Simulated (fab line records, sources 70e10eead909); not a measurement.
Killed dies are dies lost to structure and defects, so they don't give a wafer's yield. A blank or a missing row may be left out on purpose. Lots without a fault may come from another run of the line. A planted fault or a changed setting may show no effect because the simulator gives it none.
fab line records | flow nand_harc
record lots=5 wafers=15 last_day=28
route steps=1302 shown P_M2@324 P_BONDPAD@351
lots that met no fault: from a run of the same line without faults
start_h: hours from the record's first day to the start of the lot's first wafer shown | wait_h: hours since the lot's step before | " the same as in the row above | L1.1+2: a row that stands for several wafers | - no value, or no start given | * or withheld: withheld | < > ~ a bound
route shown NAME@n: a module of which the file shows steps, and the number in the route of the first | usual: mean/standard deviation of fault-free wafers | same: alike in all rows | chamber/n: place in a boat | sites: the reading at each site | _std_site: their standard deviation | _edge_site: outer sites' mean less inner sites' | radius_mm: how far each site lies from the wafer's centre | mask NAME#n: copy n | behind: the tool/chamber that last shaped the wafer | hold: why the lot was held/for how many hours/how that ended | device: the transistor (n, p or np) that didn't switch | end of line: the same wafers' tests at the end of the route | a step without rows: its recipe alone | killed: dies lost to structure and defects at the first sort, not the wafer's yield | map: a wafer's dies, x killed, . not, _ none there
set.NAME: the setting as run; set.NAME@STEP: as run at that earlier step | model.NAME: the simulator's own value behind a step, which no gauge read
lots at some steps of the route; a table a step, a row a wafer
services: from which hour (start_h, from the record's first day; less than 0 if before it) a tool's chamber was out of use, for how many hours, and why
## steps
# step NHARC_P_M2_EBR_05
# columns lot.wafer tool chamber start_h wait_h
L074.1+4+6 litho_track-04 0 - -
L075.3+5+6 litho_track-01 0 - -
L076.3+4+5 litho_track-01 0 - -
L081.1+2+4 litho_track-01 0 - -
L084.3+5+6 litho_track-04 0 - -
# step NHARC_P_M2_EXPOSE_06
# recipe na=1.35 target_cd_nm=170 dose_mj=80.78 mask_id=P_M2
# columns lot.wafer tool chamber start_h wait_h mask
L074.1+4+6 arfi_scanner-03 0 133.52 - P_M2#0
L075.3+5+6 arfi_scanner-03 0 141.55 - P_M2#0
L076.3+4+5 arfi_scanner-03 0 153.14 - P_M2#0
L081.1+2+4 arfi_scanner-01 0 205.99 - P_M2#0
L084.3+5+6 arfi_scanner-01 0 231.92 - P_M2#0
# step NHARC_P_M2_PEB_07
# recipe peb_temp_c=100 peb_time_s=65
# columns lot.wafer tool chamber start_h wait_h
L074.1+4+6 litho_track-06 0 133.58 0.1
L075.3+5+6 litho_track-01 0 141.60 0.0
L076.3+4+5 litho_track-01 0 153.20 0.0
L081.1+2+4 litho_track-06 0 206.05 0.1
L084.3+5+6 litho_track-01 0 231.97 0.0
# step NHARC_P_M2_DEVELOP_08
# recipe develop_time_s=35 dev_temp_c=23
# columns lot.wafer tool chamber start_h wait_h
L074.1+4+6 litho_track-06 0 - -
L075.3+5+6 litho_track-01 0 - -
L076.3+4+5 litho_track-01 0 - -
L081.1+2+4 litho_track-06 0 - -
L084.3+5+6 litho_track-01 0 - -
# step NHARC_P_M2_CD_MEAS_09
# recipe target_cd_nm=170 landing_energy_ev=500
# usual cd_nm=170.2/0.64
# columns lot.wafer tool chamber start_h wait_h cd_nm
L074.1 cd_sem-03 0 133.66 - 170.1
L074.4 " 0 " " 171.2
L074.6 " 0 " " 170.5
L075.3 cd_sem-02 0 141.68 - 169.9
L075.5 " 0 " " 170.1
L075.6 " 0 " " 170.4
L076.3 cd_sem-03 0 153.28 - 170.5
L076.4 " 0 " " 169.8
L076.5 " 0 " " 170.2
L081.1 cd_sem-03 0 206.13 - 171.5
L081.2 " 0 " " 171.2
L081.4 " 0 " " 170.2
L084.3 cd_sem-01 0 232.06 - 169.6
L084.5 " 0 " " 169.3
L084.6 " 0 " " 169.5
# step NHARC_P_M2_OVL_MEAS_10
# recipe pitch_nm=340
# usual overlay_x_nm=-0.2/0.75 overlay_y_nm=0.1/0.98
# columns lot.wafer tool chamber start_h wait_h overlay_x_nm overlay_y_nm
L074.1 overlay-01 - 133.74 - -0.2 0.2
L074.4 " - " " -0.5 0.2
L074.6 " - " " -0.4 -0.2
L075.3 overlay-01 - 141.77 - -1.2 0.4
L075.5 " - " " -0.8 0.2
L075.6 " - " " -1.2 0.3
L076.3 overlay-01 - 153.36 - -1.8 -1.4
L076.4 " - " " -2.0 -1.5
L076.5 " - " " -1.6 -1.2
L081.1 overlay-02 - 206.22 - 0.9 1.3
L081.2 " - " " 0.1 1.4
L081.4 " - " " 0.6 1.2
L084.3 overlay-01 - 232.14 - 1.0 -0.1
L084.5 " - " " 0.3 -0.3
L084.6 " - " " 0.8 -0.7
# step NHARC_P_M2_INSPECT_11
# usual raw_defect_count=4.1/2.6
# columns lot.wafer tool chamber start_h wait_h raw_defect_count
L074.1 defect_inspect-02 - 133.78 0.0 6
L074.4 " - " " 4
L074.6 " - " " 4
L075.3 defect_inspect-02 - 141.80 0.0 9
L075.5 " - " " 6
L075.6 " - " " 8
L076.3 defect_inspect-01 - 153.40 0.0 2
L076.4 " - " " 1
L076.5 " - " " 5
L081.1 defect_inspect-01 - 206.25 0.0 1
L081.2 " - " " 4
L081.4 " - " " 4
L084.3 defect_inspect-01 - 232.18 0.0 4
L084.5 " - " " 3
L084.6 " - " " 3
# step NHARC_P_M2_DESCUM_14
# recipe time_s=3 o2_flow_sccm=200 ar_flow_sccm=0 bias_power_w=0 chemistry=O2
# usual drypump_motor_current_A=5.6/0.54 oes_product_au=1.003/0.0096 rf_vpp_V=57.9/0.96 showerhead_plenum_p_Torr=1.94/0.073 throttle_valve_pct=11.310/0.0084
# columns lot.wafer tool chamber start_h wait_h drypump_motor_current_A oes_product_au rf_hours_counter_h rf_vpp_V showerhead_plenum_p_Torr throttle_valve_pct
L074.1 rie_diel-08 0 133.84 0.1 6.3 1.010 4.7 58.5 1.91 11.309
L074.4 " 1 " " 4.9 1.018 4.9 57.8 1.89 11.301
L074.6 " 1 " " 4.9 1.011 - 59.1 1.89 11.306
L075.3 rie_diel-03 3 141.88 0.1 5.7 1.018 1.2 57.9 1.90 11.322
L075.6 " 1 " " 5.7 1.008 - 58.9 2.04 11.312
L075.5 " 2 " " 4.9 1.003 - 56.5 1.95 11.308
L076.3 rie_diel-08 0 153.46 0.1 6.3 1.001 5.7 57.3 1.91 11.314
L076.4 " 1 " " 5.0 1.015 6.0 58.4 1.89 11.316
L076.5 " 1 " " 4.9 1.013 - 59.3 1.89 11.313
L081.2 rie_diel-08 1 206.32 0.1 5.0 0.993 0 59.6 1.89 11.310
L081.1 " 2 " " 5.0 0.991 0 57.0 1.84 11.316
L081.4 " 3 " " 5.9 0.994 0 60.1 2.04 11.330
L084.3 rie_diel-03 1 232.24 0.1 5.7 1.016 7.2 56.7 2.04 11.308
L084.6 " 1 " " 5.7 1.017 - 58.2 2.04 11.314
L084.5 " 2 " " 4.9 1.007 - 57.8 1.95 11.319
# step NHARC_P_M2_ETCH_35
# recipe target_depth_a=400 overetch_a=120 time_s=43.94 ion_energy_ev=200 n2_flow_sccm=150 h2_flow_sccm=150 ar_flow_sccm=0 rf_w=400 bias_w=150 chemistry=N2/H2
# usual bias_w=150.0/0.43 drypump_motor_current_A=5.6/0.54 oes_product_au=1.004/0.0092 rf_fwd_power_W=394.3/2.1 rf_vpp_V=431.4/2.3 showerhead_plenum_p_Torr=2.07/0.079 throttle_valve_pct=14.172/0.0076
# columns lot.wafer tool chamber start_h wait_h bias_w drypump_motor_current_A oes_product_au rf_fwd_power_W rf_hours_counter_h rf_vpp_V showerhead_plenum_p_Torr throttle_valve_pct
L074.4 rie_diel-08 3 133.93 0.1 149.9 5.9 0.979 397.2 4.9 433.9 2.18 14.177
L074.1 " 2 " " 150.6 4.9 1.002 392.6 4.8 427.6 1.96 14.171
L074.6 " 0 " " 150.1 6.3 0.998 391.2 - 429.1 2.03 14.168
L075.3 rie_diel-03 3 141.95 0.1 150.0 5.7 1.015 395.5 1.3 430.0 2.03 14.167
L075.6 " 2 " " 149.8 4.9 1.004 395.6 - 432.8 2.08 14.183
L075.5 " 3 " " 150.3 5.7 1.017 395.0 - 431.0 2.02 14.180
L076.3 rie_diel-08 0 153.55 0.1 149.6 6.3 0.998 393.2 5.7 431.4 2.03 14.165
L076.4 " 1 " " 150.1 5.0 1.010 398.7 6.0 430.7 2.01 14.166
L076.5 " 3 " " 149.3 5.9 0.981 395.4 - 434.1 2.18 14.166
L081.1 rie_diel-08 2 206.40 0.1 149.5 5.0 0.999 394.0 0.0 428.3 1.96 14.166
L081.2 " 3 " " 150.3 5.9 1.005 396.2 0.0 434.1 2.18 14.162
L081.4 " 1 " " 150.1 5.0 1.000 395.5 0.0 430.6 2.01 14.178
L084.3 rie_diel-03 1 232.34 0.1 149.5 5.7 1.009 394.0 7.2 434.3 2.18 14.182
L084.5 " 2 " " 149.9 4.9 1.020 392.1 - 431.4 2.08 14.181
L084.6 " 3 " " 150.2 5.7 1.015 396.0 - 430.2 2.02 14.179
# step NHARC_P_M2_ETCH_15
# recipe target_depth_a=1825 time_s=91.2 c4f8_flow_sccm=withheld ar_flow_sccm=400 rf_w=600 bias_w=300 chemistry=C4F8/Ar
# usual bias_w=299.9/0.86 oes_product_au=0.950/0.022 rf_fwd_power_W=595.3/2.3 rf_vpp_V=441.4/2.5
# columns lot.wafer tool chamber start_h wait_h bias_w oes_product_au rf_fwd_power_W rf_hours_counter_h rf_vpp_V
L074.1 rie_diel-08 1 - - 299.4 0.982 600.5 4.9 439.6
L074.4 " 3 " " 298.6 0.963 598.1 4.9 446.8
L074.6 " 1 " " 299.2 0.977 597.0 - 439.2
L075.3 rie_diel-03 0 - - 300.8 0.920 593.2 1.5 444.4
L075.5 " 3 " " 300.0 0.925 595.6 - 441.2
L075.6 " 0 " " 300.1 0.926 594.1 - 444.5
L076.3 rie_diel-08 0 - - 298.3 0.927 593.1 5.7 442.1
L076.4 " 1 " " 299.6 0.938 596.2 6.0 439.5
L076.5 " 3 " " 300.7 0.922 594.9 - 444.1
L081.1 rie_diel-08 0 - - 301.1 0.985 593.8 0.0 440.4
L081.4 " 2 " " 300.4 0.956 597.9 0.0 437.9
L081.2 " 3 " " 299.9 0.977 595.5 0.0 444.4
L084.3 rie_diel-03 3 - - 299.9 0.938 595.3 7.2 440.4
L084.5 " 0 " " 298.9 0.943 596.3 - 443.2
L084.6 " 1 " " 299.7 0.925 592.9 - 444.9
# step NHARC_P_M2_CD_MEAS_16
# usual cd_nm=170.0/0.77
# columns lot.wafer tool chamber start_h wait_h cd_nm
L074.1 cd_sem-02 - 134.15 - 170.0
L074.4 " - " " 170.7
L074.6 " - " " 170.8
L075.3 cd_sem-01 - 142.17 - 169.4
L075.5 " - " " 169.0
L075.6 " - " " 170.4
L076.3 cd_sem-02 - 153.77 - 170.3
L076.4 " - " " 169.3
L076.5 " - " " 168.9
L081.1 cd_sem-03 - 206.62 - 170.3
L081.2 " - " " 170.6
L081.4 " - " " 169.2
L084.3 cd_sem-01 - 232.55 - 169.6
L084.5 " - " " 168.7
L084.6 " - " " 169.3
# step NHARC_P_M2_STRIP_18
# recipe power_w=1000 n2_flow_sccm=150 h2_flow_sccm=150 ar_flow_sccm=0 bias_w=0 chemistry=N2/H2
# usual drypump_motor_current_A=5.6/0.53 oes_product_au=1.001/0.0086 rf_fwd_power_W=996/3.1 rf_vpp_V=90.8/1.1 showerhead_plenum_p_Torr=2.06/0.087 throttle_valve_pct=14.172/0.0087
# same bias_w=0
# columns lot.wafer tool chamber start_h wait_h drypump_motor_current_A oes_product_au rf_fwd_power_W rf_hours_counter_h rf_vpp_V showerhead_plenum_p_Torr throttle_valve_pct
L074.1 rie_diel-03 0 134.22 0.1 5.9 1.018 997 1 90.0 2.14 14.170
L074.4 " 3 " " 5.7 1.013 997 1 91.1 2.03 14.159
L074.6 " 0 " " 6.0 1.007 1000 - 92.3 2.13 14.172
L075.3 rie_diel-08 0 142.24 0.1 6.4 0.996 999 5 91.8 2.03 14.181
L075.5 " 0 " " 6.4 0.992 996 - 90.3 2.03 14.179
L075.6 " 1 " " 5.0 1.015 999 - 89.9 2.01 14.189
L076.4 rie_diel-08 2 153.84 0.1 4.9 0.990 998 6 89.6 1.96 14.163
L076.3 " 0 " " 6.3 1.007 996 6 90.8 2.03 14.159
L076.5 " 3 " " 5.9 0.988 995 - 91.5 2.18 14.173
L081.4 rie_diel-08 2 206.70 0.1 4.9 1.004 996 0 91.9 1.96 14.179
L081.1 " 0 " " 6.3 0.996 998 0 89.6 2.03 14.188
L081.2 " 1 " " 4.9 0.994 993 0 90.5 2.01 14.183
L084.3 rie_diel-08 0 232.77 0.2 6.3 1.010 997 - 91.2 2.03 14.171
L084.5 " 3 " " 5.9 1.000 997 - 91.0 2.18 14.171
L084.6 " 0 " " 6.3 0.998 993 - 90.3 2.03 14.169
# step NHARC_P_M2_ETCH_28
# recipe target_depth_a=300 over_etch_frac=0.3 time_s=72.99 ion_energy_ev=150 cf4_flow_sccm=50 n2_flow_sccm=100 ar_flow_sccm=150 rf_w=300 bias_w=100 chemistry=CF4/N2
# usual bias_w=100.0/0.3 drypump_motor_current_A=5.6/0.53 oes_product_au=1.002/0.01 rf_fwd_power_W=296.9/1.3 rf_vpp_V=314.5/1.9 showerhead_plenum_p_Torr=2.65/0.1 throttle_valve_pct=19.793/0.008
# columns lot.wafer tool chamber start_h wait_h bias_w drypump_motor_current_A oes_product_au rf_fwd_power_W rf_hours_counter_h rf_vpp_V showerhead_plenum_p_Torr throttle_valve_pct
L074.4 rie_diel-03 1 - - 100.0 5.7 1.000 297.5 1 316.5 2.79 19.785
L074.1 " 2 " " 100.4 4.9 1.008 295.5 1 315.3 2.68 19.798
L074.6 " 3 " " 100.3 5.7 1.014 298.7 - 314.3 2.61 19.790
L075.3 rie_diel-08 2 - - 100.2 4.9 0.984 296.1 5 313.2 2.54 19.787
L075.5 " 2 " " 100.5 4.9 0.995 296.4 - 313.3 2.54 19.792
L075.6 " 3 " " 100.3 5.9 0.982 296.9 - 318.4 2.79 19.803
L076.4 rie_diel-08 0 - - 99.9 6.4 1.013 294.1 6 314.2 2.62 19.795
L076.3 " 1 " " 99.7 5.0 1.027 297.7 6 314.2 2.60 19.792
L076.5 " 2 " " 99.8 4.9 1.007 297.1 - 311.8 2.54 19.798
L081.2 rie_diel-08 3 - - 99.9 5.9 0.996 296.8 0 315.9 2.79 19.807
L081.1 " 0 " " 100.4 6.3 0.998 294.8 0 313.1 2.62 19.786
L081.4 " 1 " " 99.8 5.0 0.999 298.8 - 313.7 2.60 19.782
L084.3 rie_diel-08 3 233.04 0.2 100.1 6.0 0.989 297.6 - 314.3 2.79 19.789
L084.6 " 3 " " 100.2 5.9 0.986 297.5 - 316.9 2.79 19.784
L084.5 " 0 " " 100.2 6.4 0.993 296.2 - 314.7 2.62 19.797
# step NHARC_P_M2_STRIP_19
# recipe time_s=600 temp_c=30 chemistry=post_etch_residue_remover
# columns lot.wafer tool chamber start_h wait_h
L074.1+4+6 wet_bench-08 0,1,4 134.59 -
L075.5+3+6 wet_bench-08 2,3,5 142.65 -
L076.5+4+3 wet_bench-10 0,1,2 154.22 -
L081.1+4+2 wet_bench-08 6,7,1 207.09 -
L084.3+5+6 wet_bench-08 7,2,3 233.18 0.1
# step NHARC_P_M2_DEGAS_29
# recipe temp_c=250 time_s=60
# usual heater_power_w=361/32
# columns lot.wafer tool chamber start_h wait_h heater_power_w
L074.4 pvd_sputter-01 - 134.98 - 356
L074.1 " - " " 354
L074.6 " - " " 359
L075.3 pvd_sputter-03 - 143.01 - 306
L075.5 " - " " 375
L075.6 " - " " 306
L076.3 pvd_sputter-01 - 154.48 - 439
L076.4 " - " " 349
L076.5 " - " " 355
L081.2 pvd_sputter-01 - 207.35 - 355
L081.1 " - " " 347
L081.4 " - " " 364
L084.3 pvd_sputter-03 - 233.45 - 341
L084.5 " - " " 347
L084.6 " - " " 345
# step NHARC_P_M2_PRE_CLEAN_30
# recipe time_s=30 temp_c=280 gas=H2/He
# usual heater_power_w=442/38
# columns lot.wafer tool chamber start_h wait_h heater_power_w
L074.4 pvd_sputter-01 - - - 449
L074.1 " - " " 434
L074.6 " - " " 435
L075.3 pvd_sputter-03 - - - 369
L075.5 " - " " 410
L075.6 " - " " 399
L076.3 pvd_sputter-01 - - - 464
L076.4 " - " " 441
L076.5 " - " " 445
L081.4 pvd_sputter-01 - - - 426
L081.1 " - " " 463
L081.2 " - " " 440
L084.3 pvd_sputter-03 - - - 417
L084.5 " - " " 427
L084.6 " - " " 424
# step NHARC_P_M2_PVD_20
# recipe target_thk_a=50 bias_v=168.6 power_w=15000 chamber_pressure_pa=0.12 time_s=8.06 substrate_temp_c=50 material=TaN
# usual throttle_valve_pct=29.9/1
# columns lot.wafer tool chamber start_h wait_h throttle_valve_pct
L074.4 pvd_sputter-01 - - - 28.8
L074.1 " - " " 29.6
L074.6 " - " " 28.7
L075.3 pvd_sputter-03 - - - 29.0
L075.6 " - " " 31.4
L075.5 " - " " 28.1
L076.3 pvd_sputter-01 - - - 29.7
L076.4 " - " " 29.2
L076.5 " - " " 29.6
L081.1 pvd_sputter-01 - - - 29.8
L081.2 " - " " 31.5
L081.4 " - " " 29.7
L084.3 pvd_sputter-03 - - - 31.2
L084.6 " - " " 31.2
L084.5 " - " " 28.7
# step NHARC_P_M2_PVD_21
# recipe target_thk_a=300 chamber_pressure_pa=5 power_w=5000 substrate_temp_c=30 time_s=20.49 material=Cu
# usual throttle_valve_pct=29.9/0.99
# columns lot.wafer tool chamber start_h wait_h throttle_valve_pct
L074.1 pvd_sputter-01 - - - 29.8
L074.4 " - " " 29.0
L074.6 " - " " 29.7
L075.3 pvd_sputter-03 - - - 28.9
L075.6 " - " " 28.5
L075.5 " - " " 30.6
L076.4 pvd_sputter-01 - - - 29.4
L076.3 " - " " 29.5
L076.5 " - " " 29.7
L081.4 pvd_sputter-01 - - - 29.5
L081.2 " - " " 29.8
L081.1 " - " " 28.9
L084.3 pvd_sputter-03 - - - 31.4
L084.6 " - " " 31.2
L084.5 " - " " 28.6
# step NHARC_P_M2_ECD_22
# recipe target_thk_a=4000 bath_temp_c=25 material=Cu
# columns lot.wafer tool chamber start_h wait_h
L074.1+4+6 ecd_cu-01 1 135.34 -
L075.3+5+6 ecd_cu-02 0,1,0 143.52 -
L076.4+3+5 ecd_cu-01 0,1,0 154.94 -
L081.2+1+4 ecd_cu-02 0,1,0 207.72 -
L084.3+6+5 ecd_cu-01 0,0,1 233.91 -
# step NHARC_P_M2_ANNEAL_31
# recipe temp_c=225 time_s=90
# usual wafer_temp_C_max=226.07/0.27
# columns lot.wafer tool chamber start_h wait_h wafer_temp_C_max
L074.1 rtp_anneal-02 0 135.72 0.3 226.14
L074.4 " 0 " " 225.66
L074.6 " 0 " " 225.70
L075.3 rtp_anneal-02 0 143.85 0.3 226.04
L075.5 " 0 " " 226.15
L075.6 " 0 " " 226.18
L076.3 rtp_anneal-01 0 155.32 - 225.89
L076.4 " 0 " " 226.23
L076.5 " 0 " " 225.92
L081.1 rtp_anneal-02 0 208.10 - 226.00
L081.2 " 0 " " 225.86
L081.4 " 0 " " 226.35
L084.3 rtp_anneal-02 0 234.29 0.3 226.13
L084.5 " 0 " " 226.30
L084.6 " 0 " " 225.82
# step NHARC_P_M2_CMP_23
# recipe t_overpolish_s=20 target_thk_nm=144.3
# usual motor_current_A=12.0/1 time_to_endpoint_s=29/3.2
# columns lot.wafer tool chamber start_h wait_h motor_current_A time_to_endpoint_s
L074.1 cmp-03 3 136.13 - 12.5 27
L074.4 " 0 " " 11.7 30
L074.6 " 1 " " 14.1 28
L075.3 cmp-02 2 144.18 - 12.7 27
L075.5 " 3 " " 12.0 28
L075.6 " 0 " " 10.9 27
L076.4 cmp-02 3 155.59 - 12.0 27
L076.3 " 0 " " 10.8 26
L076.5 " 3 " " 11.7 27
L081.1 cmp-03 3 208.44 - 12.4 30
L081.2 " 0 " " 11.9 32
L081.4 " 2 " " 10.4 34
L084.3 cmp-01 2 234.54 - 13.2 30
L084.6 " 2 " " 12.6 29
L084.5 " 3 " " 11.7 26
# step NHARC_P_M2_THK_MEAS_24
# recipe thk_meas_gauge=xrf
# usual thk_nm=144.3/1.7
# columns lot.wafer tool chamber start_h wait_h thk_nm
L074.1 film_metro-01 - 136.39 - 144.3
L074.4 " - " " 144.5
L074.6 " - " " 142.6
L075.3 film_metro-02 - 144.41 - 145.1
L075.5 " - " " 144.7
L075.6 " - " " 142.5
L076.3 film_metro-01 - 155.88 - 142.0
L076.4 " - " " 141.5
L076.5 " - " " 143.5
L081.1 film_metro-02 - 208.76 - 145.2
L081.2 " - " " 145.9
L081.4 " - " " 146.1
L084.3 film_metro-01 - 234.85 - 144.0
L084.5 " - " " 145.3
L084.6 " - " " 143.9
# step NHARC_P_M2_SRD_25
# columns lot.wafer tool chamber start_h wait_h
L074.6+1+4 wet_bench-08 1,3,5 136.43 0.0
L075.5+3+6 wet_bench-10 0,1,2 144.45 0.0
L076.4+5+3 wet_bench-10 4,5,6 155.93 0.1
L081.1+2+4 wet_bench-10 6,7,1 208.81 0.0
L084.6+3+5 wet_bench-10 3,5,7 234.89 0.0
# step NHARC_P_M2_INSPECT_27
# usual raw_defect_count=329/120
# columns lot.wafer tool chamber start_h wait_h raw_defect_count
L074.1 defect_inspect-02 - 136.61 0.0 282
L074.4 " - " " 415
L074.6 " - " " 406
L075.3 defect_inspect-01 - 144.57 0.0 154
L075.5 " - " " 283
L075.6 " - " " 202
L076.3 defect_inspect-02 - 156.03 0.0 243
L076.4 " - " " 237
L076.5 " - " " 331
L081.1 defect_inspect-02 - 208.91 0.0 418
L081.2 " - " " 565
L081.4 " - " " 498
L084.3 defect_inspect-02 - 235.01 0.0 407
L084.5 " - " " 506
L084.6 " - " " 298
# step NHARC_P_M2_PRE_CLEAN_32
# recipe time_s=12 temp_c=370 rf_power_w=300 gas=NH3
# usual heater_power_outer_w=367/49 heater_power_w=628/75 rf_fwd_power_W=292.6/0.92
# columns lot.wafer tool chamber start_h wait_h heater_power_outer_w heater_power_w rf_fwd_power_W
L074.1 pecvd-02 0 136.69 0.1 406 733 292.1
L074.4 " 2 " " 245 459 292.1
L074.6 " 1 " " 321 567 292.1
L075.3 pecvd-04 1 144.65 0.1 407 654 291.8
L075.6 " 0 " " 398 698 292.9
L075.5 " 2 " " 392 666 292.1
L076.3 pecvd-04 1 156.10 0.1 342 569 293.7
L076.5 " 1 " " 334 574 293.1
L076.4 " 0 " " 409 712 293.4
L081.1 pecvd-04 1 208.99 0.1 368 601 292.2
L081.2 " 2 " " 382 671 292.9
L081.4 " 0 " " 406 701 292.4
L084.3 pecvd-04 1 235.59 0.6 374 590 292.7
L084.6 " 0 " " 374 675 294.2
L084.5 " 1 " " 367 609 291.8
# step NHARC_P_M2_DEP_33
# recipe target_thk_a=300 temp_c=370 target_thk_nm=30 pressure_torr=3 flow_sccm=200 rf_w=450 material=SiCN
# usual heater_power_outer_w=342/47 heater_power_w=593/75 rf_fwd_power_W=449.0/1.4 showerhead_vpp_V=1276/50
# columns lot.wafer tool chamber start_h wait_h heater_power_outer_w heater_power_w rf_fwd_power_W showerhead_vpp_V
L074.1 pecvd-02 0 136.80 0.1 358 651 448.9 1324
L074.4 " 2 " " 247 470 450.8 1210
L074.6 " 1 " " 331 561 447.8 1199
L075.3 pecvd-04 1 144.76 0.1 376 608 448.9 1256
L075.6 " 0 " " 321 594 448.2 1292
L075.5 " 2 " " 333 589 447.6 1260
L076.3 pecvd-04 1 156.18 0.1 297 508 449.8 1263
L076.5 " 1 " " 306 497 448.2 1292
L076.4 " 0 " " 401 706 450.5 1276
L081.1 pecvd-04 1 209.10 0.1 368 604 451.9 1306
L081.2 " 2 " " 346 619 450.7 1265
L081.4 " 0 " " 426 712 449.8 1247
L084.3 pecvd-04 1 235.73 0.1 305 510 450.3 1278
L084.6 " 0 " " 387 696 450.8 1261
L084.5 " 1 " " 302 517 448.0 1294
# step NHARC_P_BONDPAD_DEP_00
# recipe target_thk_a=2500 temp_c=370 target_thk_nm=250 pressure_torr=3 flow_sccm=200 rf_w=450 material=SiCN
# usual heater_power_outer_w=324/50 heater_power_w=572/78 rf_fwd_power_W=449.1/1.4 showerhead_vpp_V=1270/53
# columns lot.wafer tool chamber start_h wait_h heater_power_outer_w heater_power_w rf_fwd_power_W showerhead_vpp_V
L074.1 pecvd-03 2 137.18 - 350 571 447.2 1252
L074.6 " 2 " " 345 599 447.8 1257
L074.4 " 0 " " 321 567 450.1 1363
L075.3 pecvd-03 1 145.17 - 337 578 448.5 1413
L075.5 " 1 " " 352 595 448.2 1392
L075.6 " 2 " " 370 610 448.9 1277
L076.3 pecvd-03 1 156.64 - 351 599 448.2 1386
L076.4 " 1 " " 356 613 447.7 1389
L076.5 " 2 " " 309 542 448.4 1240
L081.2 pecvd-02 1 209.48 - 306 545 448.2 1206
L081.1 " 0 " " 332 621 449.5 1321
L081.4 " 1 " " 311 562 448.6 1229
L084.3 pecvd-04 2 - - 308 575 450.6 1279
L084.6 " 0 " " 398 697 449.8 1271
L084.5 " 1 " " 349 569 450.2 1270
# step NHARC_P_BONDPAD_CMP_32
# recipe target_thk_nm=200 material=SiCN
# usual motor_current_A=12.2/1.1
# columns lot.wafer tool chamber start_h wait_h motor_current_A
L074.4 cmp-01 1 137.58 - 13.0
L074.1 " 3 " " 11.1
L074.6 " 2 " " 13.2
L075.3 cmp-03 2 145.58 - 10.6
L075.6 " 0 " " 11.5
L075.5 " 1 " " 12.4
L076.4 cmp-04 0 157.03 - 11.0
L076.3 " 2 " " 14.3
L076.5 " 3 " " 10.2
L081.2 cmp-03 1 209.93 - 12.6
L081.4 " 2 " " 10.7
L081.1 " 3 " " 12.3
L084.3 cmp-04 3 236.76 - 10.5
L084.5 " 1 " " 11.5
L084.6 " 2 " " 14.8
## services
# columns tool chamber start_h hours kind
arfi_scanner-03 - 112.57 0.3 repair
pecvd-03 0 115.06 4.3 repair
wet_bench-08 - 118.40 8.0 pm
wet_bench-10 - 135.20 8.0 pm
pecvd-02 - 135.45 1.2 repair
pvd_sputter-03 - 137.86 2.8 repair
litho_track-01 - 155.00 7.0 pm
pecvd-04 1 161.88 6.9 repair
cmp-03 - 162.03 4.0 pm
pvd_sputter-03 - 170.04 10.0 pm
ecd_cu-01 - 176.71 8.0 pm
litho_track-06 - 179.00 7.0 pm
pvd_sputter-03 - 181.29 1.3 repair
pecvd-03 - 185.22 13.0 pm
cmp-03 - 186.13 1.3 repair
rie_diel-08 0 187.36 3.4 repair
pvd_sputter-01 - 187.57 3.2 repair
rie_diel-08 - 190.80 9.0 pm
arfi_scanner-03 - 196.00 4.0 pm
rie_diel-08 3 208.10 12.4 repair
rie_diel-03 - 217.78 1.6 repair
rie_diel-08 1 221.72 33.3 repair
pvd_sputter-01 - 226.00 10.0 pm
rie_diel-08 2 230.55 5.3 repair
## key
fault none
